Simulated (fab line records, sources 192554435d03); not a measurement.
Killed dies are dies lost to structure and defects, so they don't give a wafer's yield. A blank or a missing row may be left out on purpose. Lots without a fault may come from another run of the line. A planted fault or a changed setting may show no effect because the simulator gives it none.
fab line records | flow n5_finfet
record lots=9 wafers=27 last_day=18
route steps=1938 shown BEOL_M4@1111 BEOL_M7@1325 BEOL_M8@1332 PASSIVATION@1936
lots that met no fault: from a run of the same line without faults
start_h: hours from the record's first day to the start of the lot's first wafer shown | wait_h: hours since the lot's step before | " the same as in the row above | L1.1+2: a row that stands for several wafers | - no value, or no start given | * or withheld: withheld | < > ~ a bound
route shown NAME@n: a module of which the file shows steps, and the number in the route of the first | usual: mean/standard deviation of fault-free wafers | same: alike in all rows | chamber/n: place in a boat | sites: the reading at each site | _std_site: their standard deviation | _edge_site: outer sites' mean less inner sites' | radius_mm: how far each site lies from the wafer's centre | mask NAME#n: copy n | behind: the tool/chamber that last shaped the wafer | hold: why the lot was held/for how many hours/how that ended | device: the transistor (n, p or np) that didn't switch | end of line: the same wafers' tests at the end of the route | a step without rows: its recipe alone | killed: dies lost to structure and defects at the first sort, not the wafer's yield | map: a wafer's dies, x killed, . not, _ none there
set.NAME: the setting as run; set.NAME@STEP: as run at that earlier step | model.NAME: the simulator's own value behind a step, which no gauge read
steps of the route over a sample of lots; a table a step, a row a wafer
services: from which hour (start_h, from the record's first day; less than 0 if before it) a tool's chamber was out of use, for how many hours, and why
## steps
# step N5_BEOL_M4_RC_MEAS_101
# usual DIBL_N=36.4/2 DIBL_P=36.1/2.5 IOFF_N=0.16/0.037 IOFF_P=0.20/0.038 ION_N=670/13 ION_P=459/8.3 SS_N=71.6/0.69 SS_P=73.3/0.72 VT_N=250/3.4 VT_P=-251/3.1
# columns lot.wafer tool chamber start_h wait_h DIBL_N[mV/V] DIBL_P[mV/V] IOFF_N[nA/um] IOFF_P[nA/um] ION_N[uA/um] ION_P[uA/um] SS_N[mV/dec] SS_P[mV/dec] VT_N[mV] VT_P[mV]
L112.3 prober-02 0 161.43 0.3 39.2 38.6 0.21 0.27 693 473 71.8 73.5 244 -246
L112.5 " 0 " " 33.8 32.0 0.11 0.17 647 453 70.6 72.3 255 -253
L112.6 " 0 " " 36.4 34.3 0.15 0.18 690 470 71.7 72.8 250 -251
L113.2 prober-02 0 177.38 0.2 39.1 41.0 0.19 0.25 673 457 72.4 73.9 251 -250
L113.5 " 0 " " 42.8 44.9 0.27 0.32 691 466 72.8 75.0 246 -248
L113.6 " 0 " " 39.8 39.7 0.20 0.21 665 449 72.5 73.8 248 -252
L115.2 prober-01 0 179.75 0.2 34.5 33.9 0.12 0.16 665 454 71.7 72.6 255 -255
L115.3 " 0 " " 36.0 36.7 0.16 0.21 681 467 72.5 72.8 247 -249
L115.4 " 0 " " 32.3 32.2 0.10 0.14 654 457 70.5 71.8 256 -255
L120.2 prober-01 0 207.50 0.2 36.6 35.8 0.15 0.22 653 456 71.7 72.9 252 -248
L120.3 " 0 " " 36.1 34.4 0.14 0.21 664 462 70.7 72.8 250 -249
L120.6 " 0 " " 34.6 32.6 0.13 0.18 661 461 70.5 73.0 252 -251
L121.1 prober-02 0 219.64 0.2 36.4 36.5 0.15 0.20 657 457 71.6 73.8 252 -250
L121.3 " 0 " " 39.9 38.3 0.24 0.22 651 447 74.4 73.4 249 -252
L121.6 " 0 " " 38.9 39.8 0.22 0.28 679 466 71.7 73.7 246 -245
L128.2 prober-01 0 279.39 0.2 38.5 37.5 0.20 0.24 675 458 72.3 73.6 247 -248
L128.3 " 0 " " 34.5 32.4 0.12 0.15 657 453 70.6 73.1 256 -257
L128.5 " 0 " " 37.0 36.0 0.15 0.21 662 451 71.0 73.9 250 -251
L130.2 prober-01 0 290.48 0.2 37.0 39.0 0.17 0.27 674 469 71.6 73.9 252 -246
L130.4 " 0 " " 35.0 34.6 0.12 0.20 654 461 71.4 72.7 254 -250
L130.6 " 0 " " 35.4 36.6 0.13 0.22 661 467 71.2 73.8 253 -247
L134.2 prober-01 0 304.50 0.2 36.7 36.9 0.18 0.19 676 455 71.4 74.0 246 -254
L134.3 " 0 " " 37.6 36.4 0.17 0.18 668 445 71.6 73.9 247 -255
L134.5 " 0 " " 35.3 34.9 0.13 0.17 651 452 70.8 72.3 251 -256
L135.2 prober-01 0 313.67 0.2 36.2 36.3 0.15 0.22 688 473 71.5 73.5 248 -250
L135.4 " 0 " " 37.2 37.4 0.18 0.22 674 459 72.4 74.0 249 -252
L135.5 " 0 " " 38.3 38.5 0.20 0.26 703 484 71.7 73.7 243 -248
# step N5_BEOL_M7_ANNEAL_51
# recipe temp_c=225 time_s=90 ambient=N2
# usual wafer_temp_C_max=226.03/0.24
# columns lot.wafer tool chamber start_h wait_h wafer_temp_C_max
L112.3 rtp_anneal-02 0 187.70 0.3 225.81
L112.5 " 0 " " 225.90
L112.6 " 0 " " 225.87
L113.2 rtp_anneal-02 0 201.92 0.3 225.90
L113.5 " 0 " " 226.52
L113.6 " 0 " " 226.04
L115.2 rtp_anneal-01 0 206.72 0.3 226.03
L115.3 " 0 " " 225.99
L115.4 " 0 " " 226.43
L120.2 rtp_anneal-02 0 240.28 0.1 225.95
L120.3 " 0 " " 226.13
L120.6 " 0 " " 226.17
L121.1 rtp_anneal-01 0 250.56 0.1 225.96
L121.3 " 0 " " 225.76
L121.6 " 0 " " 225.95
L128.2 rtp_anneal-02 0 309.33 0.3 226.19
L128.3 " 0 " " 226.16
L128.5 " 0 " " 225.85
L130.2 rtp_anneal-02 0 319.02 0.4 225.98
L130.4 " 0 " " 225.61
L130.6 " 0 " " 225.72
L134.2 rtp_anneal-01 0 331.90 0.4 225.71
L134.3 " 0 " " 225.96
L134.5 " 0 " " 226.36
L135.2 rtp_anneal-01 0 339.82 0.3 226.15
L135.4 " 0 " " 226.24
L135.5 " 0 " " 225.93
# step N5_BEOL_M7_CMP_52
# recipe stop_on=SiCOH_lowk t_overpolish_s=6.9 down_force_psi=1 platen_rpm=50 clearing_platen_down_force_psi=1.5 clearing_platen_rpm=50 post_cmp_clean=cu_alkaline target_thk_nm=80 clearing_platen_pad_velocity_m_s=0.99484 pad_velocity_m_s=0.99484
# usual barrier_field_endpoint_s=28.6/0.91 motor_current_A=6.1/0.65 overpolish_run_s=6.900/0.0086 slurry_flow_ml_min=150.0/0.46 time_to_endpoint_s=61/3.7
# columns lot.wafer tool chamber start_h wait_h barrier_field_endpoint_s motor_current_A overpolish_run_s slurry_flow_ml_min time_to_endpoint_s
L112.3 cmp-04 2 188.02 0.3 28.8 6.2 6.896 150.3 62
L112.6 " 3 " " 28.5 6.0 6.915 150.4 58
L112.5 " 0 " " 30.3 6.2 6.912 150.7 68
L113.2 cmp-03 0 202.17 0.2 28.2 5.8 6.916 150.2 62
L113.5 " 0 " " 29.1 6.1 6.898 150.2 63
L113.6 " 1 " " 29.3 6.5 6.903 149.7 67
L115.2 cmp-02 2 207.01 0.2 27.3 4.7 6.896 150.3 61
L115.3 " 3 " " 28.0 6.0 6.898 149.7 60
L115.4 " 0 " " 28.4 5.6 6.905 150.5 63
L120.3 cmp-03 0 240.57 0.2 28.1 6.0 6.899 150.5 57
L120.2 " 2 " " 28.2 7.7 6.896 149.5 58
L120.6 " 3 " " 29.6 6.0 6.898 149.8 59
L121.3 cmp-04 1 251.13 0.3 28.6 5.9 6.897 149.7 60
L121.1 " 3 " " 27.3 5.7 6.890 150.3 51
L121.6 " 1 " " 28.4 5.5 6.888 149.8 61
L128.2 cmp-02 3 309.58 0.2 27.9 6.1 6.919 149.7 55
L128.3 " 0 " " 29.8 5.7 6.904 150.4 61
L128.5 " 0 " " 29.4 5.5 6.895 150.0 65
L130.4 cmp-03 1 319.31 0.2 28.9 6.6 6.905 150.1 59
L130.2 " 2 " " 28.4 6.9 6.906 149.8 61
L130.6 " 1 " " 28.5 6.7 6.903 150.3 64
L134.3 cmp-02 2 332.19 0.2 27.5 4.7 6.904 150.2 57
L134.2 " 3 " " 28.6 6.3 6.901 150.1 61
L134.5 " 2 " " 28.1 4.7 6.896 150.4 56
L135.2 cmp-04 1 340.11 0.2 28.7 6.0 6.890 149.8 66
L135.4 " 3 " " 27.2 6.0 6.927 149.6 56
L135.5 " 1 " " 29.0 5.6 6.909 150.2 65
# step N5_BEOL_M7_THK_MEAS_53
# recipe thk_meas_gauge=xrf reads=Cu_of_BEOL_M7_ECD_50
# usual M7_THK=78.7/2.2
# columns lot.wafer tool chamber start_h wait_h M7_THK[nm]
L112.3 film_metro-02 - 188.20 - 80.7
L112.5 " - " " 79.0
L112.6 " - " " 75.7
L113.2 film_metro-02 - 202.47 - 76.3
L113.5 " - " " 83.0
L113.6 " - " " 79.9
L115.2 film_metro-01 - 207.27 - 80.5
L115.3 " - " " 80.1
L115.4 " - " " 81.4
L120.2 film_metro-02 - 240.83 - 78.9
L120.3 " - " " 77.7
L120.6 " - " " 80.2
L121.1 film_metro-02 - 251.42 - 73.4
L121.3 " - " " 77.5
L121.6 " - " " 78.7
L128.2 film_metro-01 - 309.87 - 73.6
L128.3 " - " " 77.9
L128.5 " - " " 76.5
L130.2 film_metro-02 - 319.57 - 79.0
L130.4 " - " " 82.6
L130.6 " - " " 81.7
L134.2 film_metro-02 - 332.45 - 79.1
L134.3 " - " " 77.8
L134.5 " - " " 78.2
L135.2 film_metro-02 - 340.37 - 81.0
L135.4 " - " " 75.1
L135.5 " - " " 79.0
# step N5_BEOL_M8_ILD_DEP_00
# recipe material=SiCOH_lowk target_thk_a=1797.5 temp_c=300 precursor=DEMS/porogen pressure_torr=5 rf_w=500 time_s=33.4
# usual heater_power_outer_w=149/33 heater_power_w=328/57 showerhead_plenum_p_Torr=5.746/0.014 throttle_valve_pct=13.8/0.78
# columns lot.wafer tool chamber start_h wait_h heater_power_outer_w heater_power_w showerhead_plenum_p_Torr throttle_valve_pct
L112.3 pecvd-04 0 188.40 0.0 139 315 5.766 15.2
L112.5 " 1 " " 202 402 5.732 14.8
L112.6 " 0 " " 147 321 5.761 15.0
L113.2 pecvd-03 0 202.66 0.0 147 327 5.749 13.9
L113.5 " 0 " " 151 334 5.749 14.0
L113.6 " 1 " " 153 316 5.734 13.3
L115.2 pecvd-02 2 207.46 0.0 128 321 5.760 12.8
L115.3 " 0 " " 152 354 5.755 13.3
L115.4 " 0 " " 159 358 5.739 13.6
L120.2 pecvd-04 1 241.04 0.0 224 422 5.742 14.8
L120.3 " 2 " " 98 272 5.757 14.0
L120.6 " 1 " " 223 440 5.736 14.2
L121.1 pecvd-03 1 251.61 0.0 152 316 5.735 13.6
L121.3 " 2 " " 143 343 5.759 12.6
L121.6 " 2 " " 149 347 5.768 12.7
L128.2 pecvd-04 2 310.07 0.0 133 309 5.748 13.0
L128.3 " 1 " " 207 414 5.730 14.5
L128.5 " 1 " " 207 402 5.738 14.1
L130.2 pecvd-04 1 319.76 0.0 158 358 5.723 14.8
L130.4 " 0 " " 160 341 5.760 15.0
L130.6 " 2 " " 130 314 5.729 13.1
L134.2 pecvd-03 2 332.67 0.0 161 360 5.737 12.6
L134.3 " 1 " " 110 271 5.741 13.6
L134.5 " 1 " " 117 272 5.723 13.9
L135.2 pecvd-02 2 340.58 0.1 167 360 5.744 13.0
L135.4 " 2 " " 173 372 5.744 13.1
L135.5 " 0 " " 152 367 5.756 14.4
# step N5_BEOL_M8_THK_MEAS_01
# recipe reads=SiCOH_lowk_of_BEOL_M8_ILD_DEP_00
# usual M8_ILD_THK=154.2/2.5
# columns lot.wafer tool chamber start_h wait_h M8_ILD_THK[nm]
L112.3 film_metro-02 - 188.99 0.3 153.6
L112.5 " - " " 155.9
L112.6 " - " " 155.4
L113.2 film_metro-01 - 203.26 0.4 150.8
L113.5 " - " " 153.9
L113.6 " - " " 155.2
L115.2 film_metro-02 - 208.04 0.4 153.7
L115.3 " - " " 156.0
L115.4 " - " " 158.1
L120.2 film_metro-02 - 241.61 0.4 151.1
L120.3 " - " " 152.4
L120.6 " - " " 153.8
L121.1 film_metro-01 - 252.19 0.4 151.8
L121.3 " - " " 155.4
L121.6 " - " " 157.8
L128.2 film_metro-01 - 310.65 0.4 235.3
L128.3 " - " " 233.8
L128.5 " - " " 238.6
L130.2 film_metro-01 - 320.34 0.4 234.1
L130.4 " - " " 236.9
L130.6 " - " " 236.6
L134.2 film_metro-01 - 333.40 0.4 150.9
L134.3 " - " " 150.5
L134.5 " - " " 150.7
L135.2 film_metro-01 - 341.32 0.4 152.8
L135.4 " - " " 155.9
L135.5 " - " " 157.1
# step N5_PASSIVATION_PROBE_49
# usual defect_limited_yield=91.2/1.6 killed_at_M0_to_M3=34/11 killed_at_M4_up=13/5.2 killed_at_contacts=13/6.3 killed_at_front_end=40/14 killed_at_other=3.2/2.4 killed_dies=104/19 killed_on_rim=14/4.2 killed_open=69/14 killed_short=32/7.5 sort_bin_4_leakage=0.00/0.04 sort_bin_5_function=5.3/1.1 sort_bin_6_memory=3.2/0.73 sort_bin_8_speed=0.01/0.038 sort_n_pass=1076/19 sort_yield_pct=91.2/1.6
# same gross_dies=1180 killed_at_back_side=0
# columns lot.wafer tool chamber start_h wait_h defect_limited_yield[%] killed_at_M0_to_M3 killed_at_M4_up killed_at_contacts killed_at_front_end killed_at_other killed_dies killed_on_rim killed_open killed_short sort_bin_4_leakage[%] sort_bin_5_function[%] sort_bin_6_memory[%] sort_bin_8_speed[%] sort_n_pass sort_yield_pct[%]
L112.3 prober-02 - 262.79 0.1 92.5 17 19 24 29 0 89 22 61 25 0 5.8 1.6 0 1091 92.5
L112.5 prober-02 - 262.89 0.2 93.2 23 9 20 26 2 80 7 47 32 0 3.8 2.7 0 1100 93.2
L112.6 prober-02 - 262.94 0.3 94.9 21 5 10 17 7 60 4 32 25 0 3.1 2.0 0 1120 94.9
L113.2 prober-02 - 277.20 0.1 90.6 10 7 19 72 3 111 15 77 31 0 5.4 3.6 0 1069 90.6
L113.5 prober-02 - 277.35 0.2 92.0 23 10 11 48 2 94 11 64 26 0.34 3.6 3.6 0 1082 91.7
L113.6 prober-02 - 277.40 0.3 90.5 24 16 12 59 1 112 11 74 37 0 6.2 3.1 0 1068 90.5
L115.2 prober-01 - 287.47 0.1 90.9 32 14 17 42 2 107 12 73 34 0 5.0 3.7 0 1073 90.9
L115.3 prober-01 - 287.52 0.1 90.8 43 18 21 26 1 109 13 79 29 0 5.3 3.7 0 1071 90.8
L115.4 prober-01 - 287.57 0.2 91.0 26 13 23 42 2 106 14 68 38 0 5.3 3.4 0 1074 91.0
L120.2 prober-02 - 315.64 0.1 91.1 25 9 16 54 1 105 14 74 30 0 5.1 3.2 0 1075 91.1
L120.3 prober-02 - 315.69 0.1 92.0 37 14 6 32 5 94 16 66 28 0 4.8 2.8 0 1086 92.0
L120.6 prober-02 - 315.84 0.3 92.3 41 5 7 31 7 91 14 66 23 0 4.3 3.1 0 1089 92.3
L121.1 prober-02 - 319.85 0.0 90.4 53 11 13 34 2 113 20 70 41 0 6.0 3.3 0 1067 90.4
L121.3 prober-02 - 319.95 0.1 92.4 26 12 23 28 1 90 6 60 27 0 4.6 2.9 0.08 1089 92.3
L121.6 prober-02 - 320.10 0.3 90.3 43 9 20 39 3 114 9 82 30 0 5.5 3.8 0 1066 90.3
L128.2 prober-01 - 385.02 0.1 0 38 1077 15 49 1 1180 152 80 38 0 95.2 4.7 0 0 0
L128.3 prober-01 - 385.07 0.1 0 68 1049 15 45 3 1180 152 89 51 0 94.5 5.2 0 0 0
L128.5 prober-01 - 385.17 0.2 0 51 1072 8 48 1 1180 152 79 47 0 96.4 3.3 0 0 0
L130.2 prober-01 - 393.39 0.1 0 46 1058 27 46 3 1180 152 90 44 0 94.8 4.6 0 0 0
L130.4 prober-01 - 393.49 0.2 0 20 1114 18 25 3 1180 152 49 27 0 98.1 1.8 0 0 0
L130.6 prober-01 - 393.59 0.3 0 20 1121 17 21 1 1180 152 50 18 0 97.2 2.5 0 0 0
L135.2 prober-01 - 421.60 0.1 87.5 52 8 5 80 2 147 13 99 46 0 8.4 3.6 0 1033 87.5
L135.4 prober-01 - 421.70 0.2 90.8 49 13 13 32 1 108 17 70 37 0 5.6 3.2 0 1072 90.8
L135.5 prober-01 - 421.75 0.2 91.5 26 10 9 50 5 100 11 71 28 0 5.6 2.7 0 1080 91.5
L134.2 prober-02 - 421.61 0.1 91.9 25 18 16 34 3 96 16 69 24 0 4.1 3.4 0 1084 91.9
L134.3 prober-02 - 421.66 0.1 90.9 26 22 8 51 0 107 17 73 31 0 5.7 3.3 0 1073 90.9
L134.5 prober-02 - 421.76 0.2 90.5 32 19 2 59 0 112 15 69 40 0 5.6 3.4 0 1068 90.5
# killed by level:class
L112.3 MOL_CONTACT_COAG:geometric_particle:open=17 FIN_SAQP:geometric_particle:short=8 BEOL_M3:geometric_particle:open=6 MOL_CONTACT_COAG:geometric_particle:short=6 FIN_SAQP:geometric_particle:open=5 DUMMY_GATE:geometric_particle:open=5 BEOL_M4:geometric_particle:open=5 ILD0:geometric_particle:open=4
L112.5 MOL_CONTACT_COAG:geometric_particle:open=18 FIN_SAQP:geometric_particle:short=7 DUMMY_GATE:geometric_particle:open=6 BEOL_M0_SAQP:geometric_particle:short=6 BEOL_M0_SAQP:geometric_particle:open=5 FIN_SAQP:geometric_particle:open=4 GATE_CUT:geometric_particle:short=3 BEOL_M3:geometric_particle:open=3
L112.6 BEOL_M0_SAQP:geometric_particle:short=7 MOL_CONTACT_COAG:geometric_particle:open=6 STI_FIN_REVEAL:geometric_particle:open=5 BEOL_M3:geometric_particle:open=5 STARTING-WAFER:geometric_particle:open=5 MOL_CONTACT_COAG:geometric_particle:short=4 PASS1_CAP:geometric_particle:short=4 BEOL_M0_SAQP:geometric_particle:open=3
L113.2 STI_FIN_REVEAL:geometric_particle:open=24 FIN_SAQP:geometric_particle:open=16 MOL_CONTACT_COAG:geometric_particle:open=16 GATE_CUT:geometric_particle:short=9 STI_FIN_REVEAL:geometric_particle:short=5 BEOL_M4:geometric_particle:open=5 FIN_SAQP:geometric_particle:short=3 MOL_CONTACT_COAG:geometric_particle:short=3
L113.5 STI_FIN_REVEAL:geometric_particle:open=17 MOL_CONTACT_COAG:geometric_particle:open=9 DUMMY_GATE:geometric_particle:open=7 GATE_CUT:geometric_particle:short=7 BEOL_M2:geometric_particle:open=6 BEOL_M0_SAQP:geometric_particle:open=6 FIN_SAQP:geometric_particle:open=4 FIN_SAQP:geometric_particle:short=3
L113.6 STI_FIN_REVEAL:geometric_particle:open=17 MOL_CONTACT_COAG:geometric_particle:open=11 FIN_SAQP:geometric_particle:short=10 BEOL_M4:geometric_particle:open=10 GATE_CUT:geometric_particle:short=8 BEOL_M0_SAQP:geometric_particle:open=8 FIN_SAQP:geometric_particle:open=6 BEOL_M0_SAQP:geometric_particle:short=6
L115.2 MOL_CONTACT_COAG:geometric_particle:open=12 BEOL_M2:geometric_particle:open=11 FIN_SAQP:geometric_particle:open=10 FIN_SAQP:geometric_particle:short=7 BEOL_M4:geometric_particle:open=6 BEOL_M0_SAQP:geometric_particle:open=6 STI_FIN_REVEAL:geometric_particle:open=5 MOL_CONTACT_COAG:geometric_particle:short=5
L115.3 MOL_CONTACT_COAG:geometric_particle:open=20 BEOL_M1:geometric_particle:open=12 BEOL_M0_SAQP:geometric_particle:open=12 BEOL_M0_SAQP:geometric_particle:short=8 STI_FIN_REVEAL:geometric_particle:open=5 BEOL_M4:geometric_particle:open=5 BEOL_M2:geometric_particle:open=4 FIN_SAQP:geometric_particle:short=3
L115.4 MOL_CONTACT_COAG:geometric_particle:open=20 FIN_SAQP:geometric_particle:open=8 BEOL_M2:geometric_particle:open=8 FIN_SAQP:geometric_particle:short=8 STI_FIN_REVEAL:geometric_particle:open=6 BEOL_M0_SAQP:geometric_particle:open=6 GATE_CUT:geometric_particle:short=5 STI_FIN_REVEAL:geometric_particle:short=4
L120.2 MOL_CONTACT_COAG:geometric_particle:open=14 FIN_SAQP:geometric_particle:open=13 FIN_SAQP:geometric_particle:short=10 STI_FIN_REVEAL:geometric_particle:open=6 BEOL_M0:geometric_particle:open=6 ILD0:geometric_particle:short=5 GATE_CUT:geometric_particle:short=5 BEOL_M3:geometric_particle:open=5
L120.3 BEOL_M2:geometric_particle:open=12 BEOL_M4:geometric_particle:open=10 DUMMY_GATE:geometric_particle:open=5 GATE_CUT:geometric_particle:short=5 GATE_CUT:geometric_particle:open=5 MOL_CONTACT_COAG:geometric_particle:open=5 BEOL_M0_SAQP:geometric_particle:short=5 BEOL_M0:geometric_particle:open=5
L120.6 BEOL_M1:geometric_particle:open=14 FIN_SAQP:geometric_particle:open=10 BEOL_M0_SAQP:geometric_particle:open=7 BEOL_M2:geometric_particle:open=6 FIN_SAQP:geometric_particle:short=5 DUMMY_GATE:geometric_particle:open=4 MOL_CONTACT_COAG:geometric_particle:open=4 BEOL_M0:geometric_particle:open=4
L121.1 BEOL_M1:geometric_particle:open=11 BEOL_M2:geometric_particle:open=10 MOL_CONTACT_COAG:geometric_particle:open=9 FIN_SAQP:geometric_particle:open=7 BEOL_M2:geometric_particle:short=6 DUMMY_GATE:geometric_particle:open=5 BEOL_M0_SAQP:geometric_particle:open=5 BEOL_M3:geometric_particle:open=5
L121.3 MOL_CONTACT_COAG:geometric_particle:open=15 BEOL_M2:geometric_particle:open=9 MOL_CONTACT_COAG:geometric_particle:short=8 BEOL_M4:geometric_particle:open=6 FIN_SAQP:geometric_particle:open=5 GATE_CUT:geometric_particle:open=4 GATE_CUT:geometric_particle:short=4 BEOL_M0_SAQP:geometric_particle:short=4
L121.6 BEOL_M2:geometric_particle:open=16 MOL_CONTACT_COAG:geometric_particle:open=13 STI_FIN_REVEAL:geometric_particle:open=9 BEOL_M0:geometric_particle:open=9 GATE_CUT:geometric_particle:short=7 MOL_CONTACT_COAG:geometric_particle:short=7 BEOL_M1:geometric_particle:open=6 BEOL_M3:geometric_particle:open=6
L128.2 BEOL_M8:area_etch=1061 BEOL_M0_SAQP:geometric_particle:open=15 FIN_SAQP:geometric_particle:open=14 MOL_CONTACT_COAG:geometric_particle:open=10 GATE_CUT:geometric_particle:short=9 BEOL_M0_SAQP:geometric_particle:short=9 BEOL_M4:geometric_particle:open=9 DUMMY_GATE:geometric_particle:open=8
L128.3 BEOL_M8:area_etch=1040 BEOL_M0_SAQP:geometric_particle:short=16 BEOL_M2:geometric_particle:open=14 FIN_SAQP:geometric_particle:open=13 BEOL_M0_SAQP:geometric_particle:open=12 BEOL_M1:geometric_particle:open=11 BEOL_M3:geometric_particle:open=11 FIN_SAQP:geometric_particle:short=9
L128.5 BEOL_M8:area_etch=1052 FIN_SAQP:geometric_particle:open=14 BEOL_M3:geometric_particle:open=12 BEOL_M0_SAQP:geometric_particle:open=11 FIN_SAQP:geometric_particle:short=10 BEOL_M4:geometric_particle:open=9 BEOL_M0_SAQP:geometric_particle:short=8 MOL_CONTACT_COAG:geometric_particle:short=6
L130.2 BEOL_M8:area_etch=1045 MOL_CONTACT_COAG:geometric_particle:open=20 FIN_SAQP:geometric_particle:short=13 BEOL_M3:geometric_particle:open=11 FIN_SAQP:geometric_particle:open=8 STI_FIN_REVEAL:geometric_particle:open=7 MOL_CONTACT_COAG:geometric_particle:short=7 BEOL_M0_SAQP:geometric_particle:short=7
L130.4 BEOL_M8:area_etch=1103 MOL_CONTACT_COAG:geometric_particle:open=15 BEOL_M4:geometric_particle:open=5 DUMMY_GATE:geometric_particle:open=4 BEOL_M2:geometric_particle:short=4 BEOL_M3:geometric_particle:open=4 STI_FIN_REVEAL:geometric_particle:open=3 SDB:geometric_particle:short=3
L130.6 BEOL_M8:area_etch=1111 MOL_CONTACT_COAG:geometric_particle:open=13 BEOL_M1:geometric_particle:open=8 STI_FIN_REVEAL:geometric_particle:open=4 MOL_CONTACT_COAG:geometric_particle:short=4 BEOL_M0_SAQP:geometric_particle:open=4 FIN_SAQP:geometric_particle:open=3 GATE_CUT:geometric_particle:short=3
L135.2 FIN_SAQP:geometric_particle:open=36 BEOL_M0_SAQP:geometric_particle:short=17 BEOL_M0_SAQP:geometric_particle:open=16 STI_FIN_REVEAL:geometric_particle:open=14 FIN_SAQP:geometric_particle:short=13 BEOL_M1:geometric_particle:open=13 GATE_CUT:geometric_particle:short=4 MOL_CONTACT_COAG:geometric_particle:open=4
L134.2 MOL_CONTACT_COAG:geometric_particle:open=14 STI_FIN_REVEAL:geometric_particle:open=12 BEOL_M4:geometric_particle:open=7 BEOL_M0_SAQP:geometric_particle:short=6 FIN_SAQP:geometric_particle:open=5 BEOL_M0_SAQP:geometric_particle:open=5 GATE_CUT:geometric_particle:open=4 BEOL_M0:geometric_particle:open=4
L134.3 FIN_SAQP:geometric_particle:open=23 BEOL_M4:geometric_particle:open=9 STI_FIN_REVEAL:geometric_particle:open=6 MOL_CONTACT_COAG:geometric_particle:open=6 BEOL_M0_SAQP:geometric_particle:short=5 BEOL_M0_SAQP:geometric_particle:open=5 BEOL_M1:geometric_particle:open=4 BEOL_M4:geometric_particle:short=4
L135.4 BEOL_M0_SAQP:geometric_particle:open=13 BEOL_M0_SAQP:geometric_particle:short=12 FIN_SAQP:geometric_particle:open=10 MOL_CONTACT_COAG:geometric_particle:open=10 BEOL_M1:geometric_particle:open=7 BEOL_M4:geometric_particle:open=6 FIN_SAQP:geometric_particle:short=5 BEOL_M0:geometric_particle:open=5
L135.5 FIN_SAQP:geometric_particle:short=13 FIN_SAQP:geometric_particle:open=12 STI_FIN_REVEAL:geometric_particle:open=10 BEOL_M0_SAQP:geometric_particle:open=8 MOL_CONTACT_COAG:geometric_particle:open=8 BEOL_M4:geometric_particle:open=5 BEOL_M0_SAQP:geometric_particle:short=4 BEOL_M0:geometric_particle:open=4
L134.5 FIN_SAQP:geometric_particle:open=15 STI_FIN_REVEAL:geometric_particle:open=14 FIN_SAQP:geometric_particle:short=11 BEOL_M0_SAQP:geometric_particle:open=9 BEOL_M4:geometric_particle:open=9 BEOL_M0_SAQP:geometric_particle:short=4 GATE_CUT:geometric_particle:open=4 GATE_CUT:geometric_particle:short=4
## services
# columns tool chamber start_h hours kind
cmp-02 - 171.99 2.0 repair
cmp-04 - 189.72 1.3 repair
cmp-03 - 192.55 7.1 pm
pecvd-03 2 202.38 - clean
cmp-04 - 206.44 1.8 repair
cmp-03 - 209.25 4.0 pm
cmp-03 - 230.23 0.5 repair
pecvd-02 - 240.84 1.9 repair
cmp-04 - 243.09 7.8 pm
pecvd-04 2 249.13 - clean
pecvd-04 2 249.13 29.5 scheduled_down
pecvd-04 2 249.13 29.5 vent_cycle
cmp-04 - 254.72 11.9 pm
cmp-02 - 271.79 4.5 repair
cmp-03 - 273.50 26.7 repair
pecvd-04 0 278.63 2.1 scheduled_down
pecvd-03 0 283.70 23.4 repair
pecvd-04 1 284.57 2.1 scheduled_down
pecvd-04 - 285.18 6.0 pm
pecvd-04 2 298.18 - calibration
cmp-04 - 301.98 4.0 pm
cmp-03 - 302.15 15.6 pm
cmp-03 - 326.82 6.2 pm
pecvd-03 - 338.65 6.0 pm
## key
first_sign step=N5_BEOL_M8_THK_MEAS_01 reading=M8_ILD_THK direction=up sigmas=33 usual=154.2 struck=235.9
effect step=N5_PASSIVATION_PROBE_49 reading=killed_at_M4_up direction=up sigmas=99+ usual=13 struck=1082
more_kills_born_at N5_BEOL_M8_ETCH_41@rie_diel-05=3259 N5_BEOL_M8_ETCH_41@rie_diel-02=3153
met_at N5_BEOL_M8_ILD_DEP_00
struck_lots L128,L130
later_rows_left_out L128.2,L128.3,L128.5,L130.2,L130.4,L130.6
not_acting_at N5_BEOL_M7_ANNEAL_51,N5_BEOL_M7_CMP_52,N5_BEOL_M7_THK_MEAS_53
onset_between 241.04 310.07
fault kind=process_parameter_drift tool=pecvd-04 chamber=- onset_h=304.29 steps=N5_BEOL_M8_ILD_DEP_00 channel=target_thk_a offset=* shape=step end_h=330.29 acts_in=* stated=*
# later_rows_left_out: the simulator's readings of these wafers behind a module that went badly wrong aren't trusted and aren't shown, but for the sort
